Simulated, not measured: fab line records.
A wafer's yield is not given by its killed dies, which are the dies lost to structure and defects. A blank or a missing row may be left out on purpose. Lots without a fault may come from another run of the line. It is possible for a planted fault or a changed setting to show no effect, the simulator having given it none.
Which tool is to blame?	flow nand_harc	13 lots with 39 wafers sampled at 5 steps, on a route of 1302 steps

## WHAT EACH GAUGE READ, for each wafer
NHARC_END_SORT_01.
lot	measured	on	killed_at_array	killed_at_other	killed_at_periphery	killed_dies	killed_open	killed_short
L990	day 29 09:18	prober-02	48 50 59	0 0 0	2 4 6	50 54 65	2 2 3	0 0 3
L995	day 31 10:25	prober-02	32 24 29	0 0 1	2 2 4	34 26 34	1 3 7	5 1 4

## TOOL THAT RAN EACH LOT (tool first, then ch and the chambers of the sampled wafers, then the start)
lot	NHARC_P_GATE_DESCUM_61	NHARC_P_GATE_STRIP_95	NHARC_P_GATE_SPUTTER_78	NHARC_P_GATE_RTA_82
L979	rie_diel-06 ch 1,2, day 6 03:09	plasma_asher-01 ch 0,1, day 6 05:58	pvd_sputter-02, day 6 06:58	rtp_anneal-02 ch 0, day 6 07:44
L980	rie_diel-01 ch 0,1,3, day 6 08:09	plasma_asher-02 ch 0,1, day 6 10:58	pvd_sputter-03, day 6 11:58	rtp_anneal-01 ch 0, day 6 12:47
L981	rie_diel-06 ch 0,3, day 6 19:44	plasma_asher-01 ch 0,1, day 6 22:31	pvd_sputter-01, day 6 23:32	rtp_anneal-01 ch 0, day 7 00:13
L982	rie_diel-06 ch 2,3, day 7 07:13	plasma_asher-02 ch 0,1, day 7 10:04	pvd_sputter-02, day 7 11:01	rtp_anneal-02 ch 0, day 7 11:45
L983	rie_diel-01 ch 1,2, day 7 15:17	plasma_asher-02 ch 0, day 7 18:04	pvd_sputter-01, day 7 19:02	rtp_anneal-02 ch 0, day 7 19:42
L984	rie_diel-06 ch 2,3, day 8 04:25	plasma_asher-01 ch 0,1, day 8 07:06	pvd_sputter-02, day 8 08:04	rtp_anneal-02 ch 0, day 8 08:46
L986	rie_diel-06 ch 0,3, day 8 23:58	plasma_asher-01 ch 0,1, day 9 02:47	pvd_sputter-02, day 9 03:45	rtp_anneal-02 ch 0, day 9 04:39
L990	rie_diel-01 ch 0,2,3, day 10 17:47	plasma_asher-02 ch 0,1, day 10 20:32	pvd_sputter-01, day 10 21:30	rtp_anneal-02 ch 0, day 10 22:26
L995	rie_diel-01 ch 0,1,2, day 12 19:55	plasma_asher-01 ch 0,1, day 12 22:43	pvd_sputter-01, day 12 23:40	rtp_anneal-02 ch 0, day 13 00:23
L998	rie_diel-10 ch 0,1,2, day 14 02:23	plasma_asher-02 ch 0,1, day 14 05:04	pvd_sputter-01, day 14 06:01	rtp_anneal-01 ch 0, day 14 06:46
L999	rie_diel-01 ch 0,1,3, day 14 16:02	plasma_asher-01 ch 1, day 14 18:50	pvd_sputter-03, day 14 19:51	rtp_anneal-01 ch 0, day 14 20:32
L100	rie_diel-10 ch 2,3, day 15 00:40	plasma_asher-01 ch 0,1, day 15 03:23	pvd_sputter-03, day 15 04:24	rtp_anneal-01 ch 0, day 15 05:06
L101	rie_diel-01 ch 1,2,3, day 15 03:54	plasma_asher-01 ch 0,1, day 15 06:43	pvd_sputter-03, day 15 07:43	rtp_anneal-01 ch 0, day 15 08:26
- NHARC_P_GATE_DESCUM_61: chemistry O2, time 3 s.
- NHARC_P_GATE_STRIP_95: strips in O2.
- NHARC_P_GATE_SPUTTER_78: material Ni, target thk 10 nm.
- NHARC_P_GATE_RTA_82: time 30 s.

## WHAT THE TOOLS THEMSELVES READ (means of the sampled wafers that have a number; where no wafer has one, the mark that the record gives instead)
NHARC_P_GATE_DESCUM_61.
lot	tool	drypump_motor_current_A (A)	oes_product_au (a.u.)	rf_vpp_V (V)	showerhead_plenum_p_Torr (Torr)	throttle_valve_pct (%)
L979	rie_diel-06	5.9	0.993	57.9	1.91	11.310
L980	rie_diel-01	5.9	1.002	58.6	1.97	11.314
L981	rie_diel-06	5.5	1.000	57.7	1.82	11.308
L982	rie_diel-06	5.6	0.980	57.7	1.90	11.312
L983	rie_diel-01	6.2	1.009	57.8	2.03	11.321
L984	rie_diel-06	5.5	0.996	57.0	1.84	11.302
L986	rie_diel-06	5.6	0.997	56.5	1.85	11.317
L990	rie_diel-01	5.6	0.997	58.5	1.95	11.307
L995	rie_diel-01	6.1	0.993	57.8	1.99	11.314
L998	rie_diel-10	5.9	0.995	57.8	1.86	11.316
L999	rie_diel-01	5.9	0.989	57.3	1.96	11.312
L100	rie_diel-10	5.9	1.006	57.9	1.96	11.303
L101	rie_diel-01	5.7	1.005	58.4	1.99	11.319

NHARC_P_GATE_STRIP_95.
lot	tool	drypump_motor_current_A (A)	heater_power_w (W)	temp_c (C)
L979	plasma_asher-01	5.4	346	250.33
L980	plasma_asher-02	6.1	304	249.87
L981	plasma_asher-01	5.4	346	250.21
L982	plasma_asher-02	6.1	311	250.05
L983	plasma_asher-02	6.0	309	250.15
L984	plasma_asher-01	5.4	350	250.10
L986	plasma_asher-01	5.6	332	250.17
L990	plasma_asher-02	6.1	301	250.32
L995	plasma_asher-01	5.4	349	249.97
L998	plasma_asher-02	6.2	299	249.90
L999	plasma_asher-01	5.2	363	249.82
L100	plasma_asher-01	5.6	336	249.95
L101	plasma_asher-01	5.6	342	249.91

NHARC_P_GATE_RTA_82.
lot	tool	lamp_power_pct (%)	wafer_temp_C_max
L979	rtp_anneal-02	3.59	452.2
L980	rtp_anneal-01	3.99	453.3
L981	rtp_anneal-01	3.99	452.7
L982	rtp_anneal-02	3.59	452.1
L983	rtp_anneal-02	3.59	451.8
L984	rtp_anneal-02	3.60	452.1
L986	rtp_anneal-02	3.60	452.3
L990	rtp_anneal-02	3.59	452.4
L995	rtp_anneal-02	3.59	452.0
L998	rtp_anneal-01	3.99	453.0
L999	rtp_anneal-01	3.99	453.1
L100	rtp_anneal-01	3.99	453.6
L101	rtp_anneal-01	3.99	453.7

## THE ANSWER, worked out from the rows above alone
Rule: usual is defined by the lots themselves. Put in order of their means at a reading, lots are off if they are a third of the lots or fewer, leave a main group of 4 or more, and stand apart from it by a gap of 3 or more times the standard deviation of the main group's means; of several such gaps the widest counts. A main group whose means are all the same, to the digits that the tables above print for the reading, isn't used. Also off: a lot with no number at a reading for which 4 or more lots have one. The other lots that the step has rows for count as sound. The gauges are gone through in route order, then the tools' own readings, and for those a lot's mean is taken as printed above. At the first step where some lot is off, the reading lying furthest off is the one used; lots without a number count as furthest.
Nothing can be told from this: no lot is off at any reading shown.

## WHAT THE SIMULATOR HAD INSERTED
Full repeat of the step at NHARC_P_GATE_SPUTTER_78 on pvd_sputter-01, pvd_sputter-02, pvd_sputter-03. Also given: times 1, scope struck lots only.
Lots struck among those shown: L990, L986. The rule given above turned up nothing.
